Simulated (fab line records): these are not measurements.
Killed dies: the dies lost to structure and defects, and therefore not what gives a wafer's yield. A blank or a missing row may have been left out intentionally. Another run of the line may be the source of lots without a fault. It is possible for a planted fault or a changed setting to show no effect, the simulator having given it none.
Chamber matching	flow n5Finfet	N5_BEOL_M3_VIA_ETCH_34 on rieDiel-06: 4 sister chambers
The step etches the open film in C4F6/O2, target depth 69.4 nm, time 65.9 s. 4 wafers are shown with their chamber, then 8 later ones without.

## WAFERS, EACH WITH ITS CHAMBER
wafer	chamber	showerheadPlenumPTorr (Torr)
L080.4	0	2.94
L081.5	2	2.74
L081.6	3	2.71
L082.2	1	2.72

## WAFERS WITHOUT THEIR CHAMBER
wafer	showerheadPlenumPTorr (Torr)
L082.3	2.74
L082.6	2.94
L085.4	2.73
L085.5	2.70
L085.6	2.93
L095.2	2.70
L095.4	2.93
L095.6	2.73

## WHICH CHAMBER EACH WENT THROUGH
wafer	from the rows above	in truth
L082.3	2	2
L082.6	0	0
L085.4	can't be placed: 1 or 2 or 3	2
L085.5	can't be placed: 3 or 1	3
L085.6	0	0
L095.2	can't be placed: 3 or 1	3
L095.4	0	0
L095.6	can't be placed: 1 or 2 or 3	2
Correct placement for 4 of the 8. Not placeable from these rows: 4 (in 4, the candidates include the true chamber). 0 placed wrongly.
How it was worked out, from the rows above alone: a wafer's distance from a chamber is the root of the sum, over the readings, of the square of ((its reading less the chamber's mean) divided by the reading's scatter). If the next closest chamber is less than 2 further off than the closest, the wafer can't be placed; otherwise it belongs to the closest. The mean given for a chamber averages the wafers shown for that chamber. The scatter (one wafer shown for each chamber): square how far every hidden wafer sits from the nearest shown wafer, average those squares and take the square root.
